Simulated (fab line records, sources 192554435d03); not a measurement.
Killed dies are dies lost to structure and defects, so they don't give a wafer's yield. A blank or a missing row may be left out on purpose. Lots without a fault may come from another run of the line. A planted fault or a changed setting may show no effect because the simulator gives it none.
Chamber matching | flow n5_finfet | N5_BEOL_M15_STRIP_36 on rie_diel-06: 4 sister chambers
The step strips in O2. 4 wafers are shown with their chamber, then 7 later ones without.

WAFERS WITH THEIR CHAMBER
wafer  | chamber | showerhead_plenum_p_Torr (Torr)
L080.6 | 3       | 2.08
L085.1 | 0       | 2.18
L084.1 | 1       | 2.12
L084.4 | 2       | 2.08

WAFERS WITHOUT THEIR CHAMBER
wafer  | showerhead_plenum_p_Torr (Torr)
L084.5 | 2.08
L091.1 | 2.12
L091.2 | 2.18
L091.3 | 2.07
L091.4 | 2.07
L091.5 | 2.18
L091.6 | 2.07

WHICH CHAMBER EACH WENT THROUGH
wafer  | from the rows above     | in truth
L084.5 | can't be placed: 2 or 3 | 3
L091.1 | 1                       | 1
L091.2 | 0                       | 0
L091.3 | can't be placed: 2 or 3 | 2
L091.4 | can't be placed: 2 or 3 | 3
L091.5 | 0                       | 0
L091.6 | can't be placed: 2 or 3 | 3
Placed correctly: 3 of 7. Can't be placed from these rows: 4 (the true chamber is among the candidates in 4). Placed wrongly: 0.
How it was worked out, from the rows above alone: a wafer's distance from a chamber is the root of the sum, over the readings, of the square of ((its reading less the chamber's mean) divided by the reading's scatter). The wafer belongs to the nearest chamber; if the next one is less than 2 further off, it can't be placed. A chamber's mean is the mean of its shown wafers. The scatter: with one shown wafer a chamber, the root of the mean of the squares of how far each hidden wafer lies from its nearest shown one.
